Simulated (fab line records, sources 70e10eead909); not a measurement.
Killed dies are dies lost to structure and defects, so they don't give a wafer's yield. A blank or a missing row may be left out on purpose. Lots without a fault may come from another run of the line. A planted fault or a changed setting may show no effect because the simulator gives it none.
fab line records | flow nand_harc
record lots=24 wafers=72 last_day=33
route steps=1302 shown P_STI@109 P_GATE@215 P_CONTACT@219
lots that met no fault: from a run of the same line without faults
start_h: hours from the record's first day to the start of the lot's first wafer shown | wait_h: hours since the lot's step before | " the same as in the row above | L1.1+2: a row that stands for several wafers | - no value, or no start given | * or withheld: withheld | < > ~ a bound
route shown NAME@n: a module of which the file shows steps, and the number in the route of the first | usual: mean/standard deviation of fault-free wafers | same: alike in all rows | chamber/n: place in a boat | sites: the reading at each site | _std_site: their standard deviation | _edge_site: outer sites' mean less inner sites' | radius_mm: how far each site lies from the wafer's centre | mask NAME#n: copy n | behind: the tool/chamber that last shaped the wafer | hold: why the lot was held/for how many hours/how that ended | device: the transistor (n, p or np) that didn't switch | end of line: the same wafers' tests at the end of the route | a step without rows: its recipe alone | killed: dies lost to structure and defects at the first sort, not the wafer's yield | map: a wafer's dies, x killed, . not, _ none there
set.NAME: the setting as run; set.NAME@STEP: as run at that earlier step | model.NAME: the simulator's own value behind a step, which no gauge read
steps of the route over a sample of lots; a table a step, a row a wafer
services: from which hour (start_h, from the record's first day; less than 0 if before it) a tool's chamber was out of use, for how many hours, and why
## steps
# step NHARC_P_STI_INSPECT_25
# usual raw_defect_count=215/75
# columns lot.wafer tool chamber start_h wait_h raw_defect_count
L074.1 defect_inspect-01 - 71.65 0.4 317
L074.4 " - " " 272
L074.6 " - " " 253
L075.3 defect_inspect-01 - 84.19 0.4 236
L075.4 " - " " 167
L075.5 " - " " 160
L076.3 defect_inspect-02 - 94.46 0.4 321
L076.5 " - " " 248
L076.6 " - " " 229
L077.2 defect_inspect-02 - 107.38 0.4 255
L077.3 " - " " 225
L077.4 " - " " 197
L078.3 defect_inspect-02 - 107.39 0.4 240
L078.4 " - " " 170
L078.6 " - " " 272
L079.3 defect_inspect-02 - 120.38 0.4 112
L079.4 " - " " 140
L079.5 " - " " 242
L080.1 defect_inspect-02 - 129.66 0.4 113
L080.5 " - " " 119
L080.6 " - " " 111
L081.2 defect_inspect-02 - 140.00 0.4 181
L081.4 " - " " 148
L081.5 " - " " 192
L082.3 defect_inspect-02 - 154.61 0.4 213
L082.4 " - " " 340
L082.6 " - " " 199
L083.1 defect_inspect-02 - 160.52 0.4 221
L083.4 " - " " 236
L083.5 " - " " 263
L084.2 defect_inspect-01 - 169.67 0.4 225
L084.3 " - " " 222
L084.5 " - " " 225
L085.1 defect_inspect-02 - 181.31 0.4 198
L085.3 " - " " 266
L085.4 " - " " 201
L086.1 defect_inspect-01 - 192.70 0.4 329
L086.3 " - " " 409
L086.4 " - " " 247
L087.1 defect_inspect-01 - 217.44 0.4 246
L087.2 " - " " 130
L087.4 " - " " 178
L089.2 defect_inspect-02 - 217.44 0.4 332
L089.3 " - " " 123
L089.6 " - " " 310
L088.2 defect_inspect-01 - 217.44 0.4 181
L088.3 " - " " 121
L088.6 " - " " 145
L090.1 defect_inspect-02 - 229.03 0.4 173
L090.3 " - " " 197
L090.5 " - " " 154
L091.1 defect_inspect-02 - 241.88 0.4 286
L091.3 " - " " 297
L091.6 " - " " 263
L092.1 defect_inspect-01 - 250.26 0.4 204
L092.2 " - " " 152
L092.3 " - " " 153
L093.1 defect_inspect-02 - 262.82 0.4 199
L093.4 " - " " 104
L093.5 " - " " 158
L094.1 defect_inspect-02 - 270.30 0.4 140
L094.4 " - " " 175
L094.6 " - " " 197
L095.1 defect_inspect-01 - 283.50 0.4 166
L095.3 " - " " 183
L095.5 " - " " 272
L096.3 defect_inspect-01 - 289.28 0.4 164
L096.4 " - " " 170
L096.5 " - " " 165
L097.1 defect_inspect-02 - 300.52 0.4 142
L097.4 " - " " 158
L097.5 " - " " 126
# step NHARC_P_GATE_RTA_82
# recipe temp_c=450 time_s=30
# usual lamp_power_pct=4.3/0.32 lamp_zone_4_pct=4.3/0.32 wafer_temp_C_max=452.8/0.63
# same time_s=30
# columns lot.wafer tool chamber start_h wait_h lamp_power_pct lamp_zone_4_pct wafer_temp_C_max
L074.1 rtp_anneal-01 0 113.70 - 4.7 4.7 452.6
L074.4 " 0 " " 4.7 4.7 454.5
L074.6 " 0 " " 4.7 4.7 454.2
L075.3 rtp_anneal-01 0 125.46 - 4.7 4.7 452.8
L075.4 " 0 " " 4.7 4.7 453.1
L075.5 " 0 " " 4.7 4.7 452.9
L076.3 rtp_anneal-01 0 138.48 - 4.7 4.7 453.3
L076.5 " 0 " " 4.7 4.7 453.1
L076.6 " 0 " " 4.7 4.7 454.1
L078.3 rtp_anneal-01 0 151.51 - 4.7 4.7 453.6
L078.4 " 0 " " 4.7 4.7 452.9
L078.6 " 0 " " 4.7 4.7 453.1
L077.2 rtp_anneal-02 0 151.90 - 4.0 4.0 452.4
L077.3 " 0 " " 4.0 4.0 452.7
L077.4 " 0 " " 4.0 4.0 451.8
L079.3 rtp_anneal-01 0 167.73 - 4.7 4.7 454.4
L079.4 " 0 " " 4.7 4.7 452.4
L079.5 " 0 " " 4.7 4.7 453.1
L080.1 rtp_anneal-02 0 172.48 - 4.0 4.0 452.3
L080.5 " 0 " " 4.0 4.0 452.4
L080.6 " 0 " " 4.0 4.0 453.1
L081.2 rtp_anneal-01 0 182.48 - 4.7 4.7 453.3
L081.4 " 0 " " 4.7 4.7 452.4
L081.5 " 0 " " 4.7 4.7 453.2
L083.1 rtp_anneal-01 0 197.99 - 4.7 4.7 453.5
L083.4 " 0 " " 4.7 4.7 453.5
L083.5 " 0 " " 4.7 4.7 453.5
L082.3 rtp_anneal-02 0 198.56 - 4.0 4.0 451.7
L082.4 " 0 " " 4.0 4.0 451.9
L082.6 " 0 " " 4.0 4.0 452.2
L084.2 rtp_anneal-01 0 210.29 - 4.7 4.7 453.4
L084.3 " 0 " " 4.7 4.7 452.8
L084.5 " 0 " " 4.7 4.7 453.0
L085.1 rtp_anneal-02 0 222.71 - 4.0 4.0 452.9
L085.3 " 0 " " 4.0 4.0 452.7
L085.4 " 0 " " 4.0 4.0 452.4
L086.1 rtp_anneal-02 0 236.26 - 4.0 4.0 452.5
L086.3 " 0 " " 4.0 4.0 452.0
L086.4 " 0 " " 4.0 4.0 452.3
L088.2 rtp_anneal-02 0 262.30 - 4.0 4.0 453.2
L088.3 " 0 " " 4.0 4.0 453.0
L088.6 " 0 " " 4.0 4.0 453.7
L087.1 rtp_anneal-02 0 262.96 - 4.0 4.0 452.8
L087.2 " 0 " " 4.0 4.0 453.5
L087.4 " 0 " " 4.0 4.0 451.6
L089.2 rtp_anneal-02 0 263.77 - 4.0 4.0 452.9
L089.3 " 0 " " 4.0 4.0 452.5
L089.6 " 0 " " 4.0 4.0 452.5
L090.1 rtp_anneal-01 0 277.83 - 4.7 4.7 452.5
L090.3 " 0 " " 4.7 4.7 453.6
L090.5 " 0 " " 4.7 4.7 452.9
L091.1 rtp_anneal-02 0 287.05 - 4.0 4.0 452.2
L091.3 " 0 " " 4.0 4.0 452.1
L091.6 " 0 " " 4.0 4.0 451.9
L092.1 rtp_anneal-02 0 295.91 - 4.0 4.0 453.2
L092.2 " 0 " " 4.0 4.0 451.9
L092.3 " 0 " " 4.0 4.0 452.2
L093.1 rtp_anneal-02 0 305.70 - 4.0 4.0 452.1
L093.4 " 0 " " 4.0 4.0 453.6
L093.5 " 0 " " 4.0 4.0 453.1
L094.1 rtp_anneal-02 0 312.73 - 4.0 4.0 452.0
L094.4 " 0 " " 4.0 4.0 452.2
L094.6 " 0 " " 4.0 4.0 452.9
L095.1 rtp_anneal-01 0 324.17 - 4.7 4.7 453.3
L095.3 " 0 " " 4.7 4.7 453.6
L095.5 " 0 " " 4.7 4.7 453.3
L096.3 rtp_anneal-02 0 331.78 - 4.0 4.0 452.3
L096.4 " 0 " " 4.0 4.0 453.0
L096.5 " 0 " " 4.0 4.0 452.5
L097.1 rtp_anneal-02 0 345.33 - 4.0 4.0 452.0
L097.4 " 0 " " 4.0 4.0 452.4
L097.5 " 0 " " 4.0 4.0 452.5
# step NHARC_P_CONTACT_CMP_01
# recipe target_thk_nm=200 material=SiO2
# usual motor_current_A=11.6/1.4
# columns lot.wafer tool chamber start_h wait_h motor_current_A
L074.4 cmp-04 0 114.70 - 10.0
L074.1 " 2 " " 14.2
L074.6 " 0 " " 9.8
L075.3 cmp-02 1 126.38 - 9.7
L075.4 " 2 " " 13.3
L075.5 " 2 " " 13.9
L076.3 cmp-02 0 139.42 - 13.2
L076.5 " 3 " " 9.7
L076.6 " 0 " " 12.8
L078.3 cmp-02 3 152.44 - 10.1
L078.4 " 0 " " 12.9
L078.6 " 0 " " 12.9
L077.4 cmp-02 3 152.93 - 9.8
L077.3 " 1 " " 10.3
L077.2 " 2 " " 14.4
L079.3 cmp-04 0 168.67 - 10.4
L079.4 " 2 " " 13.9
L079.5 " 3 " " 10.9
L080.1 cmp-02 3 173.54 - 9.9
L080.5 " 0 " " 13.1
L080.6 " 1 " " 10.7
L081.4 cmp-02 0 183.43 - 13.5
L081.2 " 2 " " 13.6
L081.5 " 0 " " 12.6
L083.1 cmp-02 3 199.00 - 9.9
L083.4 " 1 " " 10.3
L083.5 " 3 " " 9.9
L082.3 cmp-04 0 199.49 - 10.4
L082.4 " 3 " " 10.4
L082.6 " 1 " " 10.3
L084.2 cmp-04 1 211.23 - 11.0
L084.3 " 2 " " 14.3
L084.5 " 1 " " 10.3
L085.1 cmp-03 1 223.69 - 12.0
L085.4 " 2 " " 12.1
L085.3 " 3 " " 12.2
L086.1 cmp-03 3 237.24 - 12.2
L086.3 " 0 " " 11.2
L086.4 " 2 " " 11.7
L088.2 cmp-04 0 263.25 - 9.7
L088.3 " 1 " " 10.0
L088.6 " 1 " " 10.4
L087.2 cmp-02 3 263.97 - 10.1
L087.1 " 1 " " 10.1
L087.4 " 2 " " 13.1
L089.2 cmp-04 0 264.71 - 10.3
L089.3 " 3 " " 10.1
L089.6 " 0 " " 9.6
L090.3 cmp-03 0 278.86 - 12.0
L090.1 " 1 " " 12.2
L090.5 " 3 " " 12.7
L091.3 cmp-02 3 288.06 - 9.9
L091.1 " 0 " " 13.1
L091.6 " 3 " " 10.2
L092.1 cmp-02 2 296.91 - 12.7
L092.3 " 3 " " 10.0
L092.2 " 0 " " 12.5
L093.4 cmp-03 2 306.69 - 12.1
L093.1 " 1 " " 11.7
L093.5 " 2 " " 11.5
L094.1 cmp-04 2 313.77 - 13.3
L094.4 " 0 " " 10.2
L094.6 " 2 " " 13.5
L095.3 cmp-04 1 325.18 - 10.7
L095.1 " 2 " " 13.9
L095.5 " 1 " " 10.0
L096.4 cmp-03 3 332.72 - 12.8
L096.3 " 0 " " 11.6
L096.5 " 3 " " 12.9
L097.1 cmp-03 1 346.31 - 12.0
L097.4 " 2 " " 12.3
L097.5 " 2 " " 12.1
# step NHARC_P_CONTACT_DESCUM_17
# recipe time_s=3 o2_flow_sccm=200 ar_flow_sccm=0 bias_power_w=0 chemistry=O2
# usual drypump_motor_current_A=5.9/0.51 oes_product_au=0.998/0.0063 rf_vpp_V=57.7/0.88 showerhead_plenum_p_Torr=1.90/0.09 throttle_valve_pct=11.312/0.009
# same time_s=3
# columns lot.wafer tool chamber start_h wait_h drypump_motor_current_A oes_product_au rf_hours_counter_h rf_vpp_V showerhead_plenum_p_Torr throttle_valve_pct
L074.4 rie_diel-02 1 115.69 0.1 6.8 0.998 1.5 58.4 2.02 11.320
L074.1 " 2 " " 5.2 1.008 1.6 58.5 1.85 11.327
L074.6 " 2 " " 5.2 0.995 - 55.7 1.85 11.316
L075.3 rie_diel-10 2 127.40 0.1 6.2 0.993 1.7 57.4 2.07 11.303
L075.4 " 0 " " 6.2 0.998 1.7 57.4 1.89 11.302
L075.5 " 3 " " 6.7 0.991 - 57.4 1.83 11.330
L076.3 rie_diel-04 3 140.43 0.1 5.5 0.996 5.7 57.7 1.83 11.309
L076.5 " 1 " " 5.7 0.990 - 58.0 1.86 11.316
L076.6 " 2 " " 5.8 0.992 - 59.2 1.85 11.324
L078.4 rie_diel-02 3 153.46 0.1 5.6 0.999 2.8 57.3 1.81 11.311
L078.3 " 1 " " 6.8 1.006 2.6 57.6 2.02 11.324
L078.6 " 3 " " 5.6 0.999 - 57.0 1.81 11.315
L077.3 rie_diel-10 1 153.96 0.1 5.0 1.012 2.4 58.1 2.04 11.305
L077.4 " 2 " " 6.2 0.993 2.7 59.4 2.07 11.305
L077.2 " 3 " " 6.7 0.994 2.5 58.3 1.83 11.304
L079.4 rie_diel-10 2 169.68 0.1 6.2 0.992 3.2 58.0 2.07 11.309
L079.3 " 3 " " 6.7 0.988 3.0 57.8 1.83 11.326
L079.5 " 0 " " 6.2 1.001 - 58.8 1.89 11.323
L080.1 rie_diel-04 0 174.51 0.1 6.0 1.005 8.8 56.9 1.82 11.311
L080.6 " 1 " " 5.7 1.001 - 58.9 1.86 11.299
L080.5 " 2 " " 5.8 0.997 - 57.3 1.85 11.298
L081.2 rie_diel-10 3 184.32 0.1 6.7 0.997 3.4 56.7 1.83 11.318
L081.4 " 0 " " 6.2 0.995 3.4 58.2 1.89 11.325
L081.5 " 3 " " 6.7 1.001 - 57.2 1.83 11.322
L083.4 rie_diel-10 3 199.88 0.1 6.7 0.997 4.1 57.5 1.83 11.321
L083.1 " 0 " " 6.2 0.993 4.1 58.7 1.89 11.304
L083.5 " 1 " " 5.0 1.005 - 58.4 2.04 11.319
L082.4 rie_diel-02 3 200.41 0.1 5.6 0.997 3.8 57.2 1.81 11.310
L082.3 " 0 " " 6.0 0.992 3.4 58.3 1.96 11.311
L082.6 " 2 " " 5.2 1.003 - 57.4 1.85 11.301
L084.3 rie_diel-02 2 212.12 0.1 5.2 1.000 4.1 58.4 1.85 11.305
L084.2 " 1 " " 6.8 1.004 4.0 57.2 2.02 11.317
L084.5 " 3 " " 5.6 0.991 - 58.1 1.81 11.315
L085.1 rie_diel-04 3 224.58 0.1 5.5 0.994 1.3 58.3 1.83 11.325
L085.4 " 1 " " 5.8 0.986 1.0 58.5 1.86 11.318
L085.3 " 2 " " 5.7 0.991 1.2 58.5 1.85 11.314
L086.3 rie_diel-04 0 238.28 0.1 6.0 0.999 1.6 57.3 1.82 11.290
L086.1 " 2 " " 5.8 0.992 1.7 58.1 1.85 11.313
L086.4 " 3 " " 5.5 1.004 1.8 56.3 1.83 11.310
L088.3 rie_diel-04 0 264.16 0.1 5.9 0.994 4.1 57.7 1.82 11.307
L088.2 " 1 " " 5.8 1.007 3.4 57.7 1.86 11.305
L088.6 " 3 " " 5.4 0.998 - 56.4 1.83 11.309
L087.1 rie_diel-10 1 264.85 0.1 5.0 0.998 0.1 59.4 2.04 11.303
L087.2 " 3 " " 6.7 0.990 0.2 57.0 1.83 11.320
L087.4 " 0 " " 6.2 1.011 0.2 56.9 1.89 11.327
L089.2 rie_diel-04 1 265.73 0.1 5.7 1.006 3.7 57.7 1.86 11.320
L089.3 " 3 " " 5.5 0.994 4.8 57.1 1.83 11.309
L089.6 " 1 " " 5.7 0.997 - 56.7 1.86 11.315
L090.1 rie_diel-10 3 279.83 0.1 6.7 0.995 0.6 58.8 1.83 11.307
L090.3 " 2 " " 6.2 0.995 0.5 57.0 2.07 11.313
L090.5 " 3 " " 6.7 0.988 - 59.0 1.83 11.318
L091.1 rie_diel-04 3 289.05 0.1 5.5 1.000 6.1 56.9 1.83 11.314
L091.3 " 0 " " 6.0 1.004 5.7 57.6 1.82 11.306
L091.6 " 2 " " 5.8 1.005 - 58.2 1.85 11.312
L092.3 rie_diel-02 0 297.79 0.1 6.0 0.989 1.2 59.0 1.96 11.311
L092.2 " 1 " " 6.8 1.007 0.9 58.0 2.02 11.326
L092.1 " 3 " " 5.6 0.990 0.9 57.4 1.80 11.314
L093.1 rie_diel-04 3 307.59 0.1 5.5 0.997 7.2 58.8 1.83 11.310
L093.5 " 1 " " 5.7 1.001 - 56.4 1.86 11.300
L093.4 " 3 " " 5.5 0.999 - 58.2 1.83 11.295
L094.4 rie_diel-02 2 314.80 0.1 5.2 1.002 1.7 57.1 1.84 11.305
L094.1 " 3 " " 5.6 0.999 1.5 57.1 1.80 11.303
L094.6 " 0 " " 6.0 1.001 - 57.8 1.96 11.314
L095.3 rie_diel-04 3 326.17 0.1 5.5 0.993 7.9 56.8 1.83 11.307
L095.1 " 1 " " 5.7 1.000 6.9 57.1 1.86 11.291
L095.5 " 3 " " 5.5 1.009 - 57.5 1.83 11.306
L096.4 rie_diel-10 1 333.70 0.1 5.1 1.000 1.6 57.4 2.04 11.309
L096.3 " 0 " " 6.2 1.010 1.9 58.7 1.89 11.322
L096.5 " 2 " " 6.2 0.993 - 58.8 2.07 11.310
L097.1 rie_diel-02 0 347.21 0.1 6.0 0.998 2.8 57.7 1.96 11.325
L097.4 " 2 " " 5.2 1.001 2.6 57.3 1.84 11.317
L097.5 " 3 " " 5.5 0.992 - 58.6 1.80 11.309
# step NHARC_P_CONTACT_ETCH_35
# recipe target_depth_a=390 over_etch_frac=0.3 time_s=65 ion_energy_ev=80 cf4_flow_sccm=150 ar_flow_sccm=0 rf_w=300 bias_w=100 chemistry=CF4
# usual drypump_motor_current_A=5.9/0.51 oes_product_au=0.997/0.0073 rf_vpp_V=151.1/1.2 showerhead_plenum_p_Torr=1.75/0.077 throttle_valve_pct=13.283/0.0098
# same time_s=65
# columns lot.wafer tool chamber start_h wait_h drypump_motor_current_A oes_product_au rf_hours_counter_h rf_vpp_V showerhead_plenum_p_Torr throttle_valve_pct
L074.4 rie_diel-02 3 115.78 0.1 5.6 0.990 1.6 150.7 1.68 13.269
L074.1 " 1 " " 6.8 0.997 1.5 153.6 1.86 13.269
L074.6 " 2 " " 5.2 0.999 - 150.9 1.71 13.287
L075.3 rie_diel-10 3 127.50 0.1 6.7 1.001 1.7 149.8 1.70 13.275
L075.4 " 0 " " 6.2 0.996 1.7 151.5 1.75 13.286
L075.5 " 1 " " 5.1 1.001 - 153.4 1.88 13.290
L076.3 rie_diel-04 3 140.49 0.1 5.5 0.988 5.7 149.8 1.70 13.309
L076.5 " 3 " " 5.5 0.987 - 149.6 1.70 13.276
L076.6 " 0 " " 6.0 0.995 - 151.0 1.69 13.263
L078.4 rie_diel-02 3 153.54 0.1 5.6 1.004 2.8 151.9 1.68 13.280
L078.3 " 1 " " 6.8 0.988 2.6 152.2 1.86 13.282
L078.6 " 3 " " 5.6 0.994 - 149.9 1.68 13.273
L077.3 rie_diel-10 3 154.04 0.1 6.8 1.003 2.5 149.1 1.70 13.295
L077.4 " 0 " " 6.2 1.008 2.5 151.0 1.75 13.297
L077.2 " 1 " " 5.0 1.008 2.5 152.0 1.88 13.273
L079.3 rie_diel-10 1 169.76 0.1 5.0 0.997 2.9 153.8 1.88 13.268
L079.4 " 2 " " 6.2 0.990 3.2 153.7 1.90 13.292
L079.5 " 3 " " 6.7 0.990 - 149.9 1.70 13.289
L080.1 rie_diel-04 3 174.58 0.1 5.5 1.013 8.4 150.3 1.70 13.284
L080.6 " 0 " " 6.0 1.009 - 150.1 1.69 13.285
L080.5 " 1 " " 5.7 1.001 - 151.6 1.72 13.284
L081.4 rie_diel-10 1 184.41 0.1 5.0 0.995 3.5 153.3 1.88 13.289
L081.2 " 2 " " 6.2 0.982 3.7 153.2 1.90 13.294
L081.5 " 2 " " 6.2 0.986 - 152.5 1.90 13.294
L083.1 rie_diel-10 2 199.96 0.1 6.2 0.993 4.3 152.8 1.90 13.285
L083.4 " 3 " " 6.7 0.993 4.1 149.3 1.70 13.266
L083.5 " 1 " " 5.1 0.997 - 152.4 1.88 13.286
L082.3 rie_diel-02 3 200.48 0.1 5.6 0.997 3.9 150.4 1.68 13.286
L082.4 " 0 " " 6.0 0.990 3.4 151.8 1.81 13.278
L082.6 " 3 " " 5.6 0.996 - 151.9 1.68 13.280
L084.2 rie_diel-02 2 212.21 0.1 5.2 1.000 4.1 148.8 1.71 13.284
L084.3 " 0 " " 6.0 0.993 3.9 151.7 1.81 13.266
L084.5 " 1 " " 6.8 0.996 - 151.9 1.86 13.285
L085.3 rie_diel-04 2 224.67 0.1 5.8 0.984 1.2 150.5 1.72 13.265
L085.4 " 0 " " 6.0 0.986 1.1 151.0 1.69 13.294
L085.1 " 1 " " 5.7 0.996 1.0 151.4 1.72 13.289
L086.1 rie_diel-04 0 238.36 0.1 5.9 1.005 1.6 150.0 1.69 13.284
L086.4 " 2 " " 5.7 0.990 1.7 151.7 1.72 13.276
L086.3 " 3 " " 5.5 0.997 1.8 149.2 1.70 13.284
L088.2 rie_diel-04 2 264.22 0.1 5.8 0.999 3.7 150.5 1.72 13.271
L088.3 " 1 " " 5.7 1.004 3.4 150.3 1.72 13.301
L088.6 " 2 " " 5.8 0.986 - 151.2 1.72 13.278
L087.2 rie_diel-10 0 264.94 0.1 6.2 1.002 0.2 152.2 1.75 13.299
L087.1 " 1 " " 5.0 1.012 0.1 152.2 1.88 13.279
L087.4 " 2 " " 6.2 1.001 0.1 152.9 1.90 13.285
L089.3 rie_diel-04 0 265.81 0.1 6.0 1.003 4.5 149.6 1.69 13.291
L089.2 " 1 " " 5.8 1.009 3.7 150.8 1.72 13.282
L089.6 " 1 " " 5.7 1.000 - 151.0 1.72 13.289
L090.3 rie_diel-10 0 279.92 0.1 6.2 1.001 0.6 150.0 1.75 13.285
L090.1 " 2 " " 6.2 1.001 0.5 151.4 1.90 13.280
L090.5 " 0 " " 6.2 0.995 - 150.5 1.75 13.299
L091.3 rie_diel-04 1 289.13 0.1 5.7 1.004 4.9 150.2 1.72 13.299
L091.1 " 3 " " 5.5 1.005 6.1 151.8 1.70 13.284
L091.6 " 1 " " 5.7 1.000 - 150.8 1.72 13.278
L092.1 rie_diel-02 2 297.88 0.1 5.2 0.997 1.1 150.1 1.71 13.268
L092.3 " 0 " " 6.0 0.999 1.3 152.5 1.81 13.287
L092.2 " 1 " " 6.8 0.999 1.0 152.0 1.86 13.285
L093.1 rie_diel-04 3 307.68 0.1 5.5 0.993 7.2 151.5 1.70 13.287
L093.4 " 3 " " 5.5 0.994 - 149.8 1.70 13.289
L093.5 " 0 " " 6.0 0.992 - 150.2 1.69 13.287
L094.4 rie_diel-02 1 314.87 0.1 6.7 0.987 1.6 153.2 1.86 13.284
L094.1 " 2 " " 5.2 0.995 1.8 150.8 1.71 13.292
L094.6 " 2 " " 5.2 0.995 - 151.2 1.71 13.308
L095.3 rie_diel-04 2 326.26 0.1 5.8 0.995 6.5 151.3 1.72 13.287
L095.1 " 3 " " 5.5 1.000 7.9 150.0 1.70 13.266
L095.5 " 0 " " 6.0 1.000 - 149.5 1.69 13.286
L096.3 rie_diel-10 2 333.79 0.1 6.2 0.993 1.8 153.0 1.90 13.288
L096.4 " 0 " " 6.2 1.009 1.9 151.2 1.74 13.287
L096.5 " 2 " " 6.2 1.002 - 151.8 1.90 13.290
L097.1 rie_diel-02 2 347.29 0.1 5.2 1.008 2.7 151.1 1.71 13.276
L097.4 " 3 " " 5.6 1.000 2.2 148.9 1.68 13.281
L097.5 " 1 " " 6.8 1.006 - 152.0 1.86 13.299
# step NHARC_P_CONTACT_ALD_22
# recipe target_thk_a=30 pulse_time_s=1 ald_cycles=150 temp_c=450 material=TiN
# usual heater_power_w=1056/80 precursor_pulse_height_rel=1.000/0.021
# columns lot.wafer tool chamber start_h wait_h heater_power_w precursor_pulse_height_rel
L074.1 ald_metal-01 3 117.51 - 1264 0.990
L074.4 " 0 " " 1074 1.043
L074.6 " 0 " " 1054 0.994
L075.4 ald_metal-04 1 129.23 - 1079 1.029
L075.3 " 0 " " 1111 0.979
L075.5 " 2 " " 1035 0.985
L076.3 ald_metal-02 0 142.23 - 952 1.011
L076.5 " 0 " " 949 1.035
L076.6 " 1 " " 1060 1.020
L078.3 ald_metal-04 1 155.27 - 1102 0.983
L078.4 " 2 " " 1024 1.045
L078.6 " 1 " " 1079 1.011
L077.2 ald_metal-02 0 155.77 - 925 0.999
L077.3 " 2 " " 991 1.001
L077.4 " 3 " " 970 0.988
L079.3 ald_metal-02 0 171.51 - 935 1.006
L079.4 " 2 " " 977 0.990
L079.5 " 3 " " 968 1.001
L080.1 ald_metal-02 2 176.31 - 983 0.990
L080.5 " 2 " " 996 0.976
L080.6 " 3 " " 945 1.015
L081.4 ald_metal-02 2 186.17 - 963 1.025
L081.2 " 0 " " 922 0.954
L081.5 " 1 " " 1018 1.049
L083.4 ald_metal-02 1 201.73 - 1030 0.987
L083.1 " 2 " " 1002 0.985
L083.5 " 1 " " 1065 1.054
L082.3 ald_metal-01 3 202.27 - 1301 0.967
L082.4 " 0 " " 1060 1.017
L082.6 " 1 " " 1087 0.975
L084.3 ald_metal-02 1 213.96 - 1046 0.981
L084.2 " 3 " " 969 0.997
L084.5 " 1 " " 1066 1.008
L085.1 ald_metal-04 0 226.41 - 1126 1.022
L085.4 " 2 " " 1031 1.012
L085.3 " 3 " " 1155 0.980
L086.3 ald_metal-01 2 240.10 - 1085 0.977
L086.1 " 1 " " 1067 0.971
L086.4 " 1 " " 1097 1.016
L088.2 ald_metal-02 0 266.00 - 963 0.985
L088.3 " 1 " " 1105 0.992
L088.6 " 3 " " 960 0.997
L087.4 ald_metal-01 1 266.69 - 1063 1.009
L087.2 " 2 " " 1132 0.977
L087.1 " 3 " " 1310 0.995
L089.3 ald_metal-04 2 267.56 - 1014 0.984
L089.2 " 0 " " 1124 0.980
L089.6 " 2 " " 1010 1.011
L090.3 ald_metal-01 2 281.67 - 1116 1.008
L090.1 " 3 " " 1278 1.005
L090.5 " 3 " " 1290 1.003
L091.1 ald_metal-04 2 290.89 - 1024 1.072
L091.3 " 3 " " 1151 1.004
L091.6 " 1 " " 1125 1.001
L092.1 ald_metal-02 2 299.62 - 1033 0.973
L092.2 " 3 " " 979 1.001
L092.3 " 1 " " 1097 0.986
L093.4 ald_metal-04 3 309.59 - 1090 0.993
L093.1 " 2 " " 1104 0.996
L093.5 " 0 " " 1095 0.995
L094.4 ald_metal-02 2 316.63 - 1005 1.023
L094.1 " 0 " " 971 1.009
L094.6 " 1 " " 1101 1.007
L095.1 ald_metal-01 3 328.06 - 1253 1.011
L095.3 " 0 " " 1078 1.001
L095.5 " 1 " " 1106 0.979
L096.3 ald_metal-04 0 335.53 - 1106 1.031
L096.4 " 2 " " 1096 0.995
L096.5 " 0 " " 1083 0.990
L097.1 ald_metal-04 3 349.45 - 1099 0.999
L097.5 " 1 " " 1054 0.993
L097.4 " 0 " " 1114 1.007
## services
# columns tool chamber start_h hours kind
cmp-02 - 108.87 0.5 repair
rie_diel-10 1 131.94 7.6 repair
cmp-02 - 134.50 4.0 pm
rie_diel-02 0 143.90 6.3 repair
cmp-02 - 144.34 4.0 repair
cmp-02 - 166.72 1.9 repair
rie_diel-04 - 177.90 9.0 pm
rie_diel-10 0 200.69 11.3 repair
rie_diel-02 - 203.36 1.0 repair
rie_diel-02 - 216.70 9.0 pm
cmp-02 - 218.75 1.0 repair
rie_diel-10 3 226.88 3.1 repair
cmp-02 - 230.33 2.2 repair
rie_diel-02 2 239.87 6.8 repair
rie_diel-02 1 241.99 12.7 repair
rie_diel-10 - 244.02 9.0 pm
rie_diel-02 3 250.23 28.1 repair
ald_metal-02 - 250.30 0.6 repair
rie_diel-02 2 271.02 8.7 repair
rie_diel-02 - 283.87 1.1 repair
rie_diel-04 2 301.21 8.1 repair
rie_diel-10 - 304.11 0.2 repair
rie_diel-02 1 305.71 5.7 repair
rie_diel-10 1 326.78 2.7 repair
## key
fault none
